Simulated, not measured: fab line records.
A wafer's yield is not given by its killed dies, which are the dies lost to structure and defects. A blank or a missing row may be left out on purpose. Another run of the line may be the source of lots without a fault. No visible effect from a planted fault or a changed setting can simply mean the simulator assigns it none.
The tool behind it: which one? / flow nand-harc / 39 wafers from 13 lots sampled at 6 of the route's 1302 steps

## WHAT EACH GAUGE READ, for each wafer
NHARC_A_SGD_CUT_INSPECT_25.
lot=L573; measured=day 21 18:58; on=defect-inspect-02; raw-defect-count=303 229 261
lot=L572; measured=day 21 22:20; on=defect-inspect-02; raw-defect-count=343 324 375
lot=L581; measured=day 24 02:20; on=defect-inspect-01; raw-defect-count=1141 1159 1074 1137 1169 1068
lot=L582; measured=day 24 22:16; on=defect-inspect-02; raw-defect-count=997 962 1023 993 948 1024
lot=L585; measured=day 25 13:49; on=defect-inspect-02; raw-defect-count=453 576 477
lot=L584; measured=day 25 21:05; on=defect-inspect-02; raw-defect-count=444 416 395
lot=L586; measured=day 27 12:40; on=defect-inspect-02; raw-defect-count=405 580 680
lot=L588; measured=day 27 12:47; on=defect-inspect-01; raw-defect-count=376 327 441
lot=L587; measured=day 27 12:40; on=defect-inspect-01; raw-defect-count=401 359 334
lot=L589; measured=day 28 06:54; on=defect-inspect-01; raw-defect-count=249 256 228
lot=L590; measured=day 28 06:54; on=defect-inspect-02; raw-defect-count=300 288 326
lot=L591; measured=day 28 18:07; on=defect-inspect-01; raw-defect-count=296 335 241
lot=L592; measured=day 28 18:08; on=defect-inspect-02; raw-defect-count=506 605 517

NHARC_END_SORT_01.
lot=L581; measured=day 30 09:51; on=prober-02; killed-at-array=147 158 149; killed-at-other=1 0 1; killed-at-periphery=3 2 3; killed-dies=151 160 153; killed-open=3 1 2; killed-short=3 2 1
lot=L582; measured=day 29 22:45; on=prober-01; killed-at-array=173 181 118; killed-at-other=0 2 2; killed-at-periphery=6 7 3; killed-dies=179 190 123; killed-open=1 1 2; killed-short=4 2 2

## WHICH TOOL RAN EACH LOT (tool, then ch and the chambers of the sampled wafers, then the start)
lot=L573; NHARC_A_SGD_CUT_DEP_00=pecvd-01 ch 0,1, day 21 11:16; NHARC_A_SGD_CUT_ETCH_26=wet-bench-04 ch 2,3,4, day 21 18:35; NHARC_A_SGD_CUT_STRIP_28=rie-diel-07 ch 0,2,3, day 21 18:58 or earlier; NHARC_A_SLIT_DEP_23=pecvd-01 ch 0,1,2, day 22 02:42
lot=L572; NHARC_A_SGD_CUT_DEP_00=pecvd-02 ch 0,1, day 21 14:38; NHARC_A_SGD_CUT_ETCH_26=wet-bench-06 ch 0,1,7, day 21 21:58; NHARC_A_SGD_CUT_STRIP_28=rie-diel-01 ch 0,1,3, day 21 22:20 or earlier; NHARC_A_SLIT_DEP_23=pecvd-01 ch 0,1, day 22 06:28
lot=L581; NHARC_A_SGD_CUT_DEP_00=pecvd-02 ch 0,1,2, day 23 17:12; NHARC_A_SGD_CUT_ETCH_26=wet-bench-04 ch 0,3,4, day 24 01:55; NHARC_A_SGD_CUT_STRIP_28=rie-diel-01 ch 1,2,3, day 24 02:20 or earlier; NHARC_A_SLIT_DEP_23=pecvd-04 ch 0,2, day 24 18:46
lot=L582; NHARC_A_SGD_CUT_DEP_00=pecvd-04 ch 0,1,2, day 24 14:29; NHARC_A_SGD_CUT_ETCH_26=wet-bench-04 ch 0,5,6, day 24 21:53; NHARC_A_SGD_CUT_STRIP_28=rie-diel-10 ch 0,1,3, day 24 22:16 or earlier; NHARC_A_SLIT_DEP_23=pecvd-03 ch 0,1,2, day 25 04:44
lot=L585; NHARC_A_SGD_CUT_DEP_00=pecvd-02 ch 0,1, day 25 07:22; NHARC_A_SGD_CUT_ETCH_26=wet-bench-02 ch 0,5,7, day 25 13:25; NHARC_A_SGD_CUT_STRIP_28=rie-diel-10 ch 1,2,3, day 25 13:49 or earlier; NHARC_A_SLIT_DEP_23=pecvd-01 ch 0,1, day 25 18:01
lot=L584; NHARC_A_SGD_CUT_DEP_00=pecvd-04 ch 0,1,2, day 25 12:35; NHARC_A_SGD_CUT_ETCH_26=wet-bench-06 ch 0,2,4, day 25 20:42; NHARC_A_SGD_CUT_STRIP_28=rie-diel-01 ch 0,1,3, day 25 21:05 or earlier; NHARC_A_SLIT_DEP_23=pecvd-01 ch 0,1,2, day 26 05:23
lot=L586; NHARC_A_SGD_CUT_DEP_00=pecvd-01 ch 0,1, day 27 04:46; NHARC_A_SGD_CUT_ETCH_26=wet-bench-02 ch 2,5,7, day 27 12:16; NHARC_A_SGD_CUT_STRIP_28=rie-diel-01 ch 0,1,3, day 27 12:40 or earlier; NHARC_A_SLIT_DEP_23=pecvd-01 ch 0,1, day 27 17:04
lot=L588; NHARC_A_SGD_CUT_DEP_00=pecvd-02 ch 1,2, day 27 04:53; NHARC_A_SGD_CUT_ETCH_26=wet-bench-04 ch 0,5,6, day 27 12:23; NHARC_A_SGD_CUT_STRIP_28=rie-diel-07 ch 1,2,3, day 27 12:47 or earlier; NHARC_A_SLIT_DEP_23=pecvd-01 ch 1,2, day 27 17:32
lot=L587; NHARC_A_SGD_CUT_DEP_00=pecvd-04 ch 0,2, day 27 05:21; NHARC_A_SGD_CUT_ETCH_26=wet-bench-06 ch 2,4,6, day 27 12:16; NHARC_A_SGD_CUT_STRIP_28=rie-diel-10 ch 1,2,3, day 27 12:40 or earlier; NHARC_A_SLIT_DEP_23=pecvd-03 ch 0,2, day 27 17:05
lot=L589; NHARC_A_SGD_CUT_DEP_00=pecvd-04 ch 0,1,2, day 27 20:49; NHARC_A_SGD_CUT_ETCH_26=wet-bench-04 ch 0,5,7, day 28 06:28; NHARC_A_SGD_CUT_STRIP_28=rie-diel-10 ch 1,2, day 28 06:54 or earlier; NHARC_A_SLIT_DEP_23=pecvd-01 ch 1,2, day 28 11:53
lot=L590; NHARC_A_SGD_CUT_DEP_00=pecvd-02 ch 0,2, day 27 21:02; NHARC_A_SGD_CUT_ETCH_26=wet-bench-06 ch 4,5,6, day 28 06:28; NHARC_A_SGD_CUT_STRIP_28=rie-diel-01 ch 0,1,2, day 28 06:47; NHARC_A_SLIT_DEP_23=pecvd-03 ch 0,2, day 28 11:10
lot=L591; NHARC_A_SGD_CUT_DEP_00=pecvd-04 ch 0,1,2, day 28 10:49; NHARC_A_SGD_CUT_ETCH_26=wet-bench-04 ch 1,6,7, day 28 17:41; NHARC_A_SGD_CUT_STRIP_28=rie-diel-07 ch 0,1,2, day 28 18:01; NHARC_A_SLIT_DEP_23=pecvd-03 ch 0,1,2, day 28 22:41
lot=L592; NHARC_A_SGD_CUT_DEP_00=pecvd-02 ch 1,2, day 28 11:09; NHARC_A_SGD_CUT_ETCH_26=wet-bench-06 ch 1,4,5, day 28 17:41; NHARC_A_SGD_CUT_STRIP_28=rie-diel-01 ch 0,1, day 28 18:02; NHARC_A_SLIT_DEP_23=pecvd-04 ch 0,2, day 28 23:16
- NHARC_A_SGD_CUT_DEP_00: deposits SiNx, target thk 50 nm.
- NHARC_A_SGD_CUT_ETCH_26: etches SiO2 in dHF, target depth 45.8 nm.
- NHARC_A_SGD_CUT_STRIP_28: strips in O2, time 20 s.
- NHARC_A_SLIT_DEP_23: deposits SiON, target thk 100 nm.

## AS READ BY THE TOOLS THEMSELVES (means over the sampled wafers that have a number; for cases with no such wafer, the mark the record gives instead)
NHARC_A_SGD_CUT_DEP_00.
lot=L573; tool=pecvd-01; heater-power-w (W)=740
lot=L572; tool=pecvd-02; heater-power-w (W)=666
lot=L581; tool=pecvd-02; heater-power-w (W)=663
lot=L582; tool=pecvd-04; heater-power-w (W)=656
lot=L585; tool=pecvd-02; heater-power-w (W)=654
lot=L584; tool=pecvd-04; heater-power-w (W)=636
lot=L586; tool=pecvd-01; heater-power-w (W)=757
lot=L588; tool=pecvd-02; heater-power-w (W)=670
lot=L587; tool=pecvd-04; heater-power-w (W)=662
lot=L589; tool=pecvd-04; heater-power-w (W)=638
lot=L590; tool=pecvd-02; heater-power-w (W)=737
lot=L591; tool=pecvd-04; heater-power-w (W)=641
lot=L592; tool=pecvd-02; heater-power-w (W)=580

NHARC_A_SGD_CUT_STRIP_28.
lot=L573; tool=rie-diel-07; drypump-motor-current-A (A)=6.0; oes-product-au (a.u.)=1.012; rf-vpp-V (V)=57.1; showerhead-plenum-p-Torr (Torr)=3.58; throttle-valve-pct (%)=17.037
lot=L572; tool=rie-diel-01; drypump-motor-current-A (A)=5.9; oes-product-au (a.u.)=1.001; rf-vpp-V (V)=57.8; showerhead-plenum-p-Torr (Torr)=3.61; throttle-valve-pct (%)=17.033
lot=L581; tool=rie-diel-01; drypump-motor-current-A (A)=6.1; oes-product-au (a.u.)=1.017; rf-vpp-V (V)=57.6; showerhead-plenum-p-Torr (Torr)=3.49; throttle-valve-pct (%)=17.028
lot=L582; tool=rie-diel-10; drypump-motor-current-A (A)=5.7; oes-product-au (a.u.)=1.008; rf-vpp-V (V)=58.1; showerhead-plenum-p-Torr (Torr)=3.50; throttle-valve-pct (%)=17.031
lot=L585; tool=rie-diel-10; drypump-motor-current-A (A)=5.6; oes-product-au (a.u.)=0.999; rf-vpp-V (V)=57.1; showerhead-plenum-p-Torr (Torr)=3.47; throttle-valve-pct (%)=17.040
lot=L584; tool=rie-diel-01; drypump-motor-current-A (A)=5.9; oes-product-au (a.u.)=1.013; rf-vpp-V (V)=58.2; showerhead-plenum-p-Torr (Torr)=3.61; throttle-valve-pct (%)=17.039
lot=L586; tool=rie-diel-01; drypump-motor-current-A (A)=5.9; oes-product-au (a.u.)=1.009; rf-vpp-V (V)=57.9; showerhead-plenum-p-Torr (Torr)=3.61; throttle-valve-pct (%)=17.032
lot=L588; tool=rie-diel-07; drypump-motor-current-A (A)=6.0; oes-product-au (a.u.)=1.005; rf-vpp-V (V)=57.2; showerhead-plenum-p-Torr (Torr)=3.56; throttle-valve-pct (%)=17.038
lot=L587; tool=rie-diel-10; drypump-motor-current-A (A)=5.6; oes-product-au (a.u.)=1.000; rf-vpp-V (V)=57.7; showerhead-plenum-p-Torr (Torr)=3.47; throttle-valve-pct (%)=17.037
lot=L589; tool=rie-diel-10; drypump-motor-current-A (A)=5.4; oes-product-au (a.u.)=1.007; rf-vpp-V (V)=57.9; showerhead-plenum-p-Torr (Torr)=3.36; throttle-valve-pct (%)=17.031
lot=L590; tool=rie-diel-01; drypump-motor-current-A (A)=6.1; oes-product-au (a.u.)=1.014; rf-vpp-V (V)=58.3; showerhead-plenum-p-Torr (Torr)=3.57; throttle-valve-pct (%)=17.022
lot=L591; tool=rie-diel-07; drypump-motor-current-A (A)=5.8; oes-product-au (a.u.)=0.999; rf-vpp-V (V)=57.7; showerhead-plenum-p-Torr (Torr)=3.57; throttle-valve-pct (%)=17.035
lot=L592; tool=rie-diel-01; drypump-motor-current-A (A)=5.8; oes-product-au (a.u.)=1.009; rf-vpp-V (V)=57.2; showerhead-plenum-p-Torr (Torr)=3.69; throttle-valve-pct (%)=17.035

NHARC_A_SLIT_DEP_23.
lot=L573; tool=pecvd-01; heater-power-w (W)=771
lot=L572; tool=pecvd-01; heater-power-w (W)=732
lot=L581; tool=pecvd-04; heater-power-w (W)=635
lot=L582; tool=pecvd-03; heater-power-w (W)=770
lot=L585; tool=pecvd-01; heater-power-w (W)=800
lot=L584; tool=pecvd-01; heater-power-w (W)=710
lot=L586; tool=pecvd-01; heater-power-w (W)=711
lot=L588; tool=pecvd-01; heater-power-w (W)=773
lot=L587; tool=pecvd-03; heater-power-w (W)=830
lot=L589; tool=pecvd-01; heater-power-w (W)=776
lot=L590; tool=pecvd-03; heater-power-w (W)=732
lot=L591; tool=pecvd-03; heater-power-w (W)=761
lot=L592; tool=pecvd-04; heater-power-w (W)=620

## THE ANSWER, worked out from the rows above alone
Rule: what is usual is taken from the lots themselves. Put in order of their means at a reading, lots are off if they are a third of the lots or fewer, leave a main group of 4 or more, and stand apart from it by a gap of 3 or more times the standard deviation of the main group's means; of several such gaps the widest counts. Not used: any main group whose means are identical at the precision the tables above print for the reading. A lot without any number at a reading at which 4 lots or more have one is off too. All remaining lots with rows at the step are treated as sound. After the gauges, taken in route order, come the tools' own readings; for these a lot's mean is taken, as printed above. The first step at which some lot is off is used, and at that step the reading that is off furthest; a lot without a number counts as furthest.
Off, at NHARC_A_SGD_CUT_INSPECT_25 on raw-defect-count: L581, L582. Main group: mean 383, sd 1e+02.
If a tool, at a process step before that reading, ran all the lots that are off and no sound lot after the first of them, it fits. Gauges at NHARC_A_SGD_CUT_INSPECT_25: tried the same way as those tools. NHARC_A_SGD_CUT_STRIP_28 gives no start for some lots, so the hours and the order of its lots are those of NHARC_A_SGD_CUT_INSPECT_25. Of those tried, none fits.

## WHAT THE SIMULATOR HAD INSERTED
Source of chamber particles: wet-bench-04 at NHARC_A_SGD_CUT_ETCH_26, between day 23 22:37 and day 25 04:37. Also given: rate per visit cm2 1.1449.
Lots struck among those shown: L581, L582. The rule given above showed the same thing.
